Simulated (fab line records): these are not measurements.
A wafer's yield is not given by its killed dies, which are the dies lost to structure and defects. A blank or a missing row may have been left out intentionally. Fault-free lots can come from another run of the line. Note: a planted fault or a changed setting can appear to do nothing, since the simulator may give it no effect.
Problem report in the 8D (eight disciplines) form, filled by code + flow n5_finfet + the parts of the form that need people (team, actions taken, sign-off) are left out

1. WHAT WENT WRONG
Mean of bias_w at N5_HKMG_FIN_ETCH_35: 5.303 W across 2 wafers in 2 lots; on wafers with no fault it is 5.000 W (standard deviation 0.015). That is +20 standard deviations from the usual mean.
The step: etches SOC in N2/H2, target depth 215.8 nm, time 243.4 s.
First seen on wafer L137.1, day 7 01:53, on rie_diel-01. At this step, 17 wafers from 6 lots have a number in the record. Rule for "out" (also "out of limits"): further than 4 standard deviations from the usual mean. The rest of the wafers with a number are treated as sound.

2. WHAT IT IS; WHAT IT IS NOT
| question                    | is               | is not                                                                                |
|-----------------------------|------------------|---------------------------------------------------------------------------------------|
| which readings at this step | bias_w           | drypump_motor_current_A, oes_product_au, showerhead_plenum_p_Torr, throttle_valve_pct |
| which lots                  | L137, L138       | L131, L133, L143, L147                                                                |
| which wafers of those lots  | L137.1, L138.2   | L137.3, L138.5, L138.6                                                                |
| read on which tools         | rie_diel-01      | rie_diel-03, rie_diel-06                                                              |
| when                        | from day 7 01:53 | up to then (7 sound wafers); but 8 sound wafers of L138, L143, L147 came after        |

3. SUSPECTS, AND WHAT RULES EACH OUT
Counting: if a tool at a process step up to the reading ran every lot that is out, it stays a suspect. Sound lots after the first of them don't rule it out here, since some wafers of a struck lot are sound.
- rie_diel-01 at N5_HKMG_FIN_DESCUM_17 (chemistry O2, time 7.9 s): kept. Ran every lot that is out, first one L137 (day 7 01:35); last sound lot up to then L131 (day 5 17:04).
- rie_diel-01 at N5_HKMG_FIN_ETCH_31 (etches SiARC in CF4, target depth 45.5 nm, time 75.8 s): kept. Ran every lot that is out, first one L137 (day 7 01:38); last sound lot up to then L131 (day 5 17:06).
- rie_diel-01 at N5_HKMG_FIN_ETCH_32 (etches SOC in N2/H2, target depth 240 nm, time 300 s): kept. Ran every lot that is out, first one L137 (day 7 01:41); last sound lot up to then L131 (day 5 17:10).
- rie_diel-01 at N5_HKMG_FIN_STRIP_34 (strips in CF4): kept. Ran every lot that is out, first one L137 (day 7 01:52); last sound lot up to then L131 (day 5 17:21).
- rie_diel-01 at N5_HKMG_FIN_ETCH_35 (etches SOC in N2/H2, target depth 215.8 nm, time 243.4 s): kept. Ran every lot that is out, first one L137 (day 7 01:53); last sound lot up to then L131 (day 5 17:22). Out on those wafers are its own readings of bias_w.
- rie_diel-01, N5_HKMG_FIN_DESCUM_17: wafers that are out in chamber 2, sound lot-mates in chambers 0, 1.
- rie_diel-01, N5_HKMG_FIN_ETCH_31: wafers that are out in chamber 2, sound lot-mates in chambers 0, 1.
- rie_diel-01, N5_HKMG_FIN_ETCH_32: wafers that are out in chamber 2, sound lot-mates in chambers 0, 1.
- rie_diel-01, N5_HKMG_FIN_STRIP_34: wafers that are out in chamber 2, sound lot-mates in chambers 0, 1.
- rie_diel-01, N5_HKMG_FIN_ETCH_35: wafers that are out in chamber 2, sound lot-mates in chambers 0, 1.
Left after counting: rie_diel-01 at N5_HKMG_FIN_DESCUM_17, rie_diel-01 at N5_HKMG_FIN_ETCH_31, rie_diel-01 at N5_HKMG_FIN_ETCH_32, rie_diel-01 at N5_HKMG_FIN_STRIP_34, rie_diel-01 at N5_HKMG_FIN_ETCH_35.

4. THE CAUSE (what the simulator had put in)
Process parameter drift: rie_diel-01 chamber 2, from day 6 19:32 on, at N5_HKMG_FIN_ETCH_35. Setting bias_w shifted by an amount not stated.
Counting leaves 5 suspects; this tool is one of them.

5. THE CHAIN OF EFFECTS, in route order
Each row: a reading where the mean over the struck wafers with a number is more than 3 standard deviations away from the usual. Readings are gone through only where the record gives a usual standard deviation; hours: the median, over the lots, of the time from a lot's start at the first step in this table giving one to that lot's start at this step; sigmas: the change measured in usual standard deviations.
| hours | step                | reading  | usual   | on struck wafers | change | sigmas |
|-------|---------------------|----------|---------|------------------|--------|--------|
| 0     | N5_HKMG_FIN_ETCH_35 | bias_w   | 5.000 W | 5.303            | +0.303 | +20    |
| 0     | N5_HKMG_FIN_ETCH_35 | rf_vpp_V | 141.8 V | 146.7            | +4.9   | +5.1   |
Here are the process steps it includes:
- N5_HKMG_FIN_ETCH_35: etches SOC in N2/H2, target depth 215.8 nm, time 243.4 s.
Later measuring or inspecting steps at which every struck wafer that the step has a row for has a number for every such reading, and none has moved that far: N5_BEOL_M4_RC_MEAS_101.

6. HOW IT WOULD HAVE BEEN CAUGHT EARLIER
In this record the first reading out of limits was taken at day 7 01:53, 6 hours after the fault began at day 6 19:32.
